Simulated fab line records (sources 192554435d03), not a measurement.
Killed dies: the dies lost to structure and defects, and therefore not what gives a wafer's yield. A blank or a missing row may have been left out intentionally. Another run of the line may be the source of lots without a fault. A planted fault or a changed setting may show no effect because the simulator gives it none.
fab line records    flow n5_finfet
[record] lots = 12  wafers = 30  last_day = 17
route steps=1938 shown BEOL_M8@1376 PASSIVATION@1936
lots that met no fault: taken from a fault-free run of the same line
start_h: the number of hours between the record's first day and the start of the first shown wafer of the lot    wait_h: hours elapsed since this lot's preceding step    " as in the row above    L1.1+2: a row that stands for several wafers    - no value, or no start was given    * or withheld: withheld    < > ~ a bound
route shown NAME@n: NAME is a module with steps in the file, n the number in the route of the first one    usual: mean/standard deviation taken from wafers without a fault    same: alike in all rows    chamber/n: place in a boat    sites: the reading at each site    _std_site: the standard deviation of these    _edge_site: mean of outer sites minus mean of inner sites    radius_mm: for every site, how far away it sits from the centre of the wafer    mask NAME#n: copy n    behind: the last tool/chamber to shape the wafer    hold: what put the lot on hold/how long, in hours/how the hold closed    device: transistor that didn't switch, given as n, p or np    end of line: the tests these same wafers got at the end of their route    where a step has no rows: the recipe by itself    killed: dies lost to structure and defects at the first sort, not the wafer's yield    map: dies across one wafer; x = killed, . = not, _ = none there
set.NAME: setting as actually run; set.NAME@STEP: the setting as run at that earlier step    model.NAME: the simulator's own value behind a step, which no gauge read
the route's steps for a sample of lots (tables are steps, rows are wafers)
services: when a tool's chamber went out of use (start_h, in hours from the record's first day, below 0 if earlier), for how many hours, and the reason
[[steps]]
[step N5_BEOL_M8_STRIP_36]
[recipe] chemistry = N2/H2  power_w = 450  temp_c = 40  pressure_mtorr = 20  rf_frequency_hz = 6e+07  overash_fraction = 0.3  bias_power_w = 7  h2_frac = 0.5  n2_flow_sccm = 200  h2_flow_sccm = 200
[usual] drypump_motor_current_A = 5.9/0.49  h2_flow_sccm = 200.1/0.6  oes_product_au = 0.79/0.077  rf_vpp_V = 59.4/1.5  showerhead_plenum_p_Torr = 2.59/0.083  throttle_valve_pct = 23.5/0.48
lot.wafer  tool         chamber  start_h  wait_h  drypump_motor_current_A  h2_flow_sccm  oes_product_au  rf_hours_counter_h  rf_vpp_V  showerhead_plenum_p_Torr  throttle_valve_pct
L481.2     rie_diel-06  1        214.59   0.0     6.5                      199.6         0.84            60                  60.3      2.67                      23.3
L481.5     "            0        "        "       6.3                      200.4         0.71            -                   57.4      2.63                      24.1
L482.1     rie_diel-04  3        224.50   0.0     6.3                      199.2         0.80            94                  62.5      2.58                      23.6
L482.6     "            1        "        "       5.7                      199.8         0.68            -                   59.9      2.62                      23.7
L483.2     rie_diel-06  2        230.53   0.0     5.9                      200.0         0.95            17                  60.4      2.46                      22.9
L483.5     "            3        "        "       5.0                      200.9         0.74            -                   62.0      2.64                      24.0
L483.6     "            0        "        "       6.4                      200.7         0.72            -                   58.4      2.63                      24.1
L486.1     rie_diel-06  1        237.70   0.0     6.5                      199.8         0.84            67                  59.0      2.67                      23.3
L486.3     "            0        "        "       6.4                      201.2         0.70            220                 59.2      2.63                      24.1
L484.1     rie_diel-06  1        238.15   0.0     6.5                      200.1         0.82            67                  57.6      2.67                      23.3
L484.6     "            3        "        "       5.0                      200.8         0.74            -                   61.6      2.64                      24.0
L485.1     rie_diel-04  2        240.85   0.0     6.3                      200.6         0.79            111                 60.0      2.69                      23.7
L485.6     "            0        "        "       5.0                      199.4         0.83            -                   60.3      2.43                      23.3
L490.2     rie_diel-04  2        268.66   0.0     6.3                      200.0         0.78            122                 59.3      2.69                      23.7
L490.3     "            0        "        "       5.0                      200.4         0.82            79                  58.3      2.43                      23.3
L490.4     "            3        "        "       6.3                      199.1         0.79            110                 57.0      2.58                      23.7
L492.1     rie_diel-05  0        272.97   0.0     6.2                      200.4         0.82            68                  59.0      2.65                      23.0
L492.3     "            3        "        "       5.8                      199.6         0.69            241                 58.5      2.58                      22.7
L492.4     "            1        "        "       5.9                      199.1         0.72            183                 57.3      2.63                      24.2
L497.1     rie_diel-04  3        309.48   0.0     6.3                      200.0         0.77            122                 58.3      2.57                      23.7
L497.2     "            0        "        "       5.0                      200.1         0.80            92                  62.0      2.43                      23.3
L497.3     "            2        "        "       6.3                      199.6         0.76            135                 61.1      2.68                      23.7
L498.1     rie_diel-05  2        325.05   0.0     5.5                      200.4         0.78            126                 58.0      2.45                      23.3
L498.6     "            0        "        "       6.2                      199.1         0.81            -                   59.0      2.64                      23.0
L499.1     rie_diel-06  3        329.36   0.0     5.0                      199.9         0.70            228                 57.9      2.63                      24.0
L499.4     "            1        "        "       6.5                      200.0         0.79            103                 60.6      2.65                      23.4
L499.6     "            0        "        "       6.4                      198.9         0.67            -                   59.7      2.61                      24.1
L502.1     rie_diel-04  2        350.88   0.0     6.3                      199.7         0.75            152                 58.3      2.67                      23.8
L502.2     "            3        "        "       6.3                      200.4         0.77            139                 58.6      2.57                      23.8
L502.5     "            3        "        "       6.3                      200.5         0.77            -                   57.2      2.57                      23.7
[step N5_BEOL_M8_OCD_MEAS_38]
[usual] trench_depth_nm = 93.6/1.9
lot.wafer  tool    chamber  start_h  wait_h  trench_depth_nm
L481.2     ocd-01  -        214.78   -       97.6
L481.5     "       -        "        "       92.1
L482.1     ocd-01  -        224.70   -       94.2
L482.6     "       -        "        "       88.5
L483.2     ocd-02  -        230.73   -       94.0
L483.5     "       -        "        "       93.7
L483.6     "       -        "        "       92.4
L486.1     ocd-02  -        237.89   -       98.3
L486.3     "       -        "        "       93.7
L484.1     ocd-02  -        238.35   -       97.2
L484.6     "       -        "        "       93.0
L485.1     ocd-01  -        241.05   -       94.1
L485.6     "       -        "        "       92.9
L490.2     ocd-02  -        268.86   -       95.0
L490.3     "       -        "        "       92.3
L490.4     "       -        "        "       94.9
L492.1     ocd-01  -        273.17   -       93.0
L492.3     "       -        "        "       91.4
L492.4     "       -        "        "       95.1
L497.1     ocd-01  -        309.68   -       93.5
L497.2     "       -        "        "       91.1
L497.3     "       -        "        "       93.5
L498.1     ocd-01  -        325.25   -       94.7
L498.6     "       -        "        "       91.4
L499.1     ocd-01  -        329.55   -       94.0
L499.4     "       -        "        "       98.0
L499.6     "       -        "        "       92.5
L502.1     ocd-01  -        351.08   -       92.3
L502.2     "       -        "        "       92.8
L502.5     "       -        "        "       93.0
[step N5_BEOL_M8_CVD_78]
[recipe] material = Co  target_thk_a = 20  temp_c = withheld  precursor = CCTBA/H2  pressure_torr = 30  time_s = 142.3
[usual] run_length_s = 165.5/0.51
lot.wafer  tool       chamber  start_h  wait_h  run_length_s  since_wet_clean_h
L481.2     cvd_co-02  1        216.00   0.0     165.8         1195
L481.5     "          2        "        "       164.5         -
L482.1     cvd_co-01  1        226.18   0.3     165.4         90
L482.6     "          0        "        "       165.7         -
L483.2     cvd_co-01  2        232.96   0.0     165.2         534
L483.5     "          0        "        "       165.7         -
L483.6     "          2        "        "       165.3         -
L486.1     cvd_co-01  2        239.13   0.0     165.1         540
L486.3     "          1        "        "       165.4         102
L484.1     cvd_co-01  2        240.87   0.1     165.2         542
L484.6     "          2        "        "       165.0         -
L485.1     cvd_co-02  1        242.10   0.0     165.4         1221
L485.6     "          1        "        "       165.5         -
L490.2     cvd_co-01  1        269.88   0.0     87.7          133
L490.3     "          0        "        "       88.1          1030
L490.4     "          2        "        "       87.5          -
L492.1     cvd_co-01  2        274.75   0.3     87.6          575
L492.3     "          1        "        "       87.5          138
L492.4     "          0        "        "       88.3          -
L497.1     cvd_co-02  0        312.17   0.0     165.8         854
L497.2     "          2        "        "       164.2         394
L497.3     "          1        "        "       166.5         1291
L498.1     cvd_co-02  1        326.93   0.2     165.5         1306
L498.6     "          2        "        "       164.7         -
L499.1     cvd_co-02  0        330.51   0.0     165.9         872
L499.4     "          1        "        "       165.4         -
L499.6     "          2        "        "       164.2         -
L502.1     cvd_co-02  0        352.78   0.2     165.2         894
L502.2     "          2        "        "       164.8         435
L502.5     "          0        "        "       165.5         -
[step N5_BEOL_M8_CMP_52]
[recipe] stop_on = SiCOH_lowk  t_overpolish_s = 6.9  down_force_psi = 1  platen_rpm = 50  clearing_platen_down_force_psi = 1.5  clearing_platen_rpm = 50  post_cmp_clean = cu_alkaline  target_thk_nm = 80  clearing_platen_pad_velocity_m_s = 0.99484  pad_velocity_m_s = 0.99484
[usual] barrier_field_endpoint_s = 29.1/1.1  motor_current_A = 6.0/0.61  overpolish_run_s = 6.901/0.0095  time_to_endpoint_s = 61/5.1
lot.wafer  tool    chamber  start_h  wait_h  barrier_field_endpoint_s  motor_current_A  overpolish_run_s  time_to_endpoint_s
L481.2     cmp-01  1        216.92   0.3     28.8                      5.6              6.895             62
L481.5     "       1        "        "       29.0                      5.2              6.902             59
L482.1     cmp-02  0        227.42   0.3     29.2                      6.7              6.911             63
L482.6     "       3        "        "       30.6                      5.5              6.888             69
L483.2     cmp-04  2        233.71   0.2     28.5                      5.2              6.898             59
L483.6     "       1        "        "       29.6                      7.1              6.888             61
L483.5     "       2        "        "       29.8                      5.0              6.905             60
L486.1     cmp-01  0        239.97   0.3     28.7                      6.1              6.912             59
L486.3     "       1        "        "       28.7                      5.8              6.906             59
L484.1     cmp-01  1        241.74   0.5     28.7                      5.6              6.898             58
L484.6     "       3        "        "       28.9                      5.7              6.888             57
L485.1     cmp-02  1        243.39   0.3     28.7                      6.1              6.919             56
L485.6     "       1        "        "       28.1                      6.2              6.910             57
L490.3     cmp-04  1        270.85   0.2     27.8                      6.8              6.910             56
L490.2     "       2        "        "       27.2                      5.1              6.907             56
L490.4     "       3        "        "       27.5                      6.0              6.905             58
L492.1     cmp-02  2        277.06   0.3     30.6                      5.5              6.902             67
L492.4     "       3        "        "       29.9                      5.4              6.902             65
L492.3     "       0        "        "       28.8                      7.0              6.908             59
L497.1     cmp-04  1        312.83   0.3     27.8                      6.8              6.905             58
L497.2     "       3        "        "       27.7                      6.4              6.910             59
L497.3     "       0        "        "       30.8                      6.5              6.921             72
L498.1     cmp-01  3        329.17   0.3     29.0                      5.2              6.902             60
L498.6     "       2        "        "       28.9                      6.5              6.904             62
L499.1     cmp-04  3        331.20   0.3     28.7                      6.3              6.895             59
L499.4     "       0        "        "       31.4                      6.1              6.902             74
L499.6     "       2        "        "       27.7                      5.2              6.889             56
L502.1     cmp-04  3        353.69   0.3     27.5                      6.1              6.903             58
L502.2     "       0        "        "       29.4                      6.2              6.901             67
L502.5     "       2        "        "       27.2                      4.9              6.913             57
[step N5_PASSIVATION_PROBE_49]
[usual] defect_limited_yield = 91.3/1.4  killed_at_M0_to_M3 = 33/9.9  killed_at_M4_up = 15/5.6  killed_at_contacts = 13/5.7  killed_at_front_end = 38/12  killed_at_other = 4/3.1  killed_dies = 103/17  killed_open = 66/13  killed_short = 32/7.8  sort_bin_5_function = 5.1/0.95  sort_bin_6_memory = 3.2/0.68  sort_bin_8_speed = 0.02/0.22  sort_n_pass = 1077/17  sort_yield_pct = 91.3/1.5
[same] gross_dies = 1180  killed_at_back_side = 0  sort_bin_4_leakage[%] = 0
lot.wafer  tool       chamber  start_h  wait_h  defect_limited_yield[%]  killed_at_M0_to_M3  killed_at_M4_up  killed_at_contacts  killed_at_front_end  killed_at_other  killed_dies  killed_open  killed_short  sort_bin_5_function[%]  sort_bin_6_memory[%]  sort_bin_8_speed[%]  sort_n_pass  sort_yield_pct[%]
L483.2     prober-02  -        299.49   0.1     88.9                     50                  18               13                  47                   3                131          83           45            7.8                     3.1                   0                    1049         88.9
L483.5     prober-02  -        299.64   0.2     92.1                     49                  15               8                   17                   4                93           57           32            4.6                     3.1                   0                    1087         92.1
L483.6     prober-02  -        299.69   0.3     90.5                     56                  5                13                  35                   3                112          71           37            6.0                     3.0                   0                    1068         90.5
L485.1     prober-01  -        305.33   0.0     88.1                     41                  14               20                  56                   9                140          93           45            6.9                     4.2                   0                    1040         88.1
L485.6     prober-01  -        305.58   0.3     89.5                     22                  8                17                  75                   2                124          96           27            7.2                     3.1                   0                    1056         89.5
L492.1     prober-02  -        345.94   0.0     94.2                     13                  16               4                   36                   0                69           43           24            3.6                     1.9                   0                    1111         94.2
L492.3     prober-02  -        346.04   0.1     92.5                     43                  7                9                   28                   2                89           61           27            5.0                     1.9                   0                    1091         92.5
L492.4     prober-02  -        346.09   0.2     92.8                     29                  9                7                   38                   2                85           45           33            4.1                     2.3                   0                    1095         92.8
L497.1     prober-01  -        379.81   0.0     89.0                     48                  25               5                   48                   4                130          88           33            5.0                     5.1                   0                    1050         89.0
L497.2     prober-01  -        379.86   0.1     90.9                     33                  17               5                   50                   2                107          70           35            5.7                     3.2                   0                    1073         90.9
L497.3     prober-01  -        379.91   0.1     91.3                     28                  18               9                   47                   1                103          68           29            4.8                     3.6                   0                    1077         91.3
L498.1     prober-01  -        389.04   0.0     89.2                     41                  30               13                  37                   7                128          89           31            6.5                     3.6                   0                    1052         89.2
L498.6     prober-01  -        389.29   0.3     91.2                     34                  19               7                   31                   13               104          58           34            5.8                     2.7                   0                    1076         91.2
// killed by level:class
L483.2 BEOL_M2:geometric_particle:open=13 STI_FIN_REVEAL:geometric_particle:open=11 BEOL_M1:geometric_particle:open=10 MOL_CONTACT_COAG:geometric_particle:open=8 BEOL_M0_SAQP:geometric_particle:short=8 FIN_SAQP:geometric_particle:open=6 FIN_SAQP:geometric_particle:short=6 MOL_CONTACT_COAG:geometric_particle:short=5
L483.5 BEOL_M0_SAQP:geometric_particle:short=13 BEOL_M2:geometric_particle:open=12 BEOL_M0_SAQP:geometric_particle:open=7 MOL_CONTACT_COAG:geometric_particle:open=5 BEOL_M3:geometric_particle:open=5 BEOL_M4:geometric_particle:open=4 FIN_SAQP:geometric_particle:open=3 STI_FIN_REVEAL:geometric_particle:open=3
L483.6 BEOL_M0_SAQP:geometric_particle:open=19 BEOL_M0_SAQP:geometric_particle:short=12 MOL_CONTACT_COAG:geometric_particle:open=11 BEOL_M2:geometric_particle:open=10 STI_FIN_REVEAL:geometric_particle:open=6 BEOL_M1:geometric_particle:open=5 BEOL_M3:geometric_particle:open=5 FIN_SAQP:geometric_particle:short=4
L485.1 MOL_CONTACT_COAG:geometric_particle:open=18 FIN_SAQP:geometric_particle:open=14 BEOL_M3:geometric_particle:open=13 STI_FIN_REVEAL:geometric_particle:open=11 FIN_SAQP:geometric_particle:short=10 BEOL_M1:geometric_particle:open=9 BEOL_M2:geometric_particle:open=6 BEOL_M0_SAQP:geometric_particle:short=6
L485.6 STI_FIN_REVEAL:geometric_particle:open=32 MOL_CONTACT_COAG:geometric_particle:open=15 FIN_SAQP:geometric_particle:open=11 BEOL_M0_SAQP:geometric_particle:open=10 BEOL_M3:geometric_particle:open=7 DUMMY_GATE:geometric_particle:short=5 GATE_CUT:geometric_particle:short=5 FIN_SAQP:geometric_particle:short=4
L492.1 STI_FIN_REVEAL:geometric_particle:open=9 FIN_SAQP:geometric_particle:short=4 MOL_CONTACT_COAG:geometric_particle:open=4 BEOL_M6:geometric_particle:open=4 STARTING-WAFER:geometric_particle:short=4 FIN_SAQP:geometric_particle:open=3 ILD0:geometric_particle:short=3 BEOL_M1:geometric_particle:short=3
L492.3 BEOL_M1:geometric_particle:open=10 STI_FIN_REVEAL:geometric_particle:open=8 BEOL_M0_SAQP:geometric_particle:open=8 MOL_CONTACT_COAG:geometric_particle:open=7 BEOL_M2:geometric_particle:open=7 FIN_SAQP:geometric_particle:open=5 BEOL_M0_SAQP:geometric_particle:short=5 BEOL_M2:geometric_particle:short=4
L492.4 BEOL_M0_SAQP:geometric_particle:short=7 MOL_CONTACT_COAG:geometric_particle:open=6 BEOL_M0_SAQP:geometric_particle:open=6 HKMG_FIN:area_etch=6 STI_FIN_REVEAL:geometric_particle:open=5 BEOL_M2:geometric_particle:open=5 STI_FIN_REVEAL:geometric_particle:short=4 BEOL_M3:geometric_particle:open=4
L497.1 BEOL_M2:geometric_particle:open=15 BEOL_M4:geometric_particle:open=11 STI_FIN_REVEAL:geometric_particle:open=10 BEOL_M0:geometric_particle:open=10 BEOL_M0_SAQP:geometric_particle:open=8 HKMG_FIN:area_etch=8 FIN_SAQP:geometric_particle:short=7 BEOL_M5:geometric_particle:open=6
L497.2 STI_FIN_REVEAL:geometric_particle:open=21 BEOL_M4:geometric_particle:open=10 DUMMY_GATE:geometric_particle:open=9 BEOL_M1:geometric_particle:short=6 BEOL_M1:geometric_particle:open=6 BEOL_M2:geometric_particle:open=6 STARTING-WAFER:geometric_particle:short=6 BEOL_M0_SAQP:geometric_particle:short=4
L497.3 BEOL_M2:geometric_particle:open=17 STI_FIN_REVEAL:geometric_particle:open=9 GATE_CUT:geometric_particle:open=7 MOL_CONTACT_COAG:geometric_particle:open=7 BEOL_M4:geometric_particle:open=7 GATE_CUT:geometric_particle:short=5 FIN_SAQP:geometric_particle:short=4 DUMMY_GATE:geometric_particle:short=4
L498.1 BEOL_M4:geometric_particle:open=20 MOL_CONTACT_COAG:geometric_particle:open=12 STI_FIN_REVEAL:geometric_particle:open=11 BEOL_M0_SAQP:geometric_particle:short=9 BEOL_M0_SAQP:geometric_particle:open=8 BEOL_M3:geometric_particle:open=8 HKMG_FIN:area_etch=5 FIN_SAQP:geometric_particle:open=4
L498.6 BEOL_M4:geometric_particle:open=12 PASSIVATION:area_etch=9 BEOL_M0_SAQP:geometric_particle:open=8 FIN_SAQP:geometric_particle:open=6 BEOL_M3:geometric_particle:open=6 MOL_CONTACT_COAG:geometric_particle:open=5 STI_FIN_REVEAL:geometric_particle:open=4 BEOL_M0_SAQP:geometric_particle:short=4
[[services]]
tool         chamber  start_h  hours  kind
cmp-04       -        214.94   4.2    pm
cmp-01       -        218.45   0.2    repair
cmp-04       -        223.44   4.0    pm
cmp-01       -        227.34   0.2    repair
cmp-04       -        227.44   -      consumable_replace:conditioner
cmp-01       -        231.05   4.0    pm
cmp-02       -        236.62   6.2    pm
cmp-01       -        248.78   5.1    pm
cmp-02       -        250.96   0.5    repair
cmp-01       -        253.92   8.5    pm
cmp-02       -        257.76   4.0    pm
cmp-04       -        261.59   0.5    repair
rie_diel-06  0        268.22   15.3   repair
cmp-04       -        281.53   0.5    repair
rie_diel-06  2        293.88   4.3    repair
rie_diel-05  2        297.03   9.6    repair
rie_diel-06  2        304.45   10.4   repair
cmp-01       -        308.38   0.3    repair
cmp-01       -        313.28   1.9    repair
cmp-02       -        324.79   3.9    repair
cvd_co-01    2        326.13   10.9   repair
cmp-02       -        334.69   4.5    repair
cmp-01       -        351.30   0.3    repair
cmp-01       -        352.73   2.3    repair
[[key]]
[first_sign] step = N5_BEOL_M8_CVD_78  reading = run_length_s  direction = down  sigmas = 99+  usual = *  struck = *
effect none on later readings
met_at N5_BEOL_M8_CVD_78
struck_lots L490,L492
rows_end L490.2,L490.3,L490.4
not_acting_at N5_BEOL_M8_STRIP_36,N5_BEOL_M8_OCD_MEAS_38,N5_BEOL_M8_CMP_52
onset_between 240.87 269.88
[fault] kind = process_parameter_drift  tool = cvd_co-01  chamber = -  onset_h = 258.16  steps = N5_BEOL_M8_CVD_78  channel = time_s  offset = *  shape = step  acts_in = *  stated = *
// rows_end: these wafers met a further fault down the route, and their rows from its step on are left out
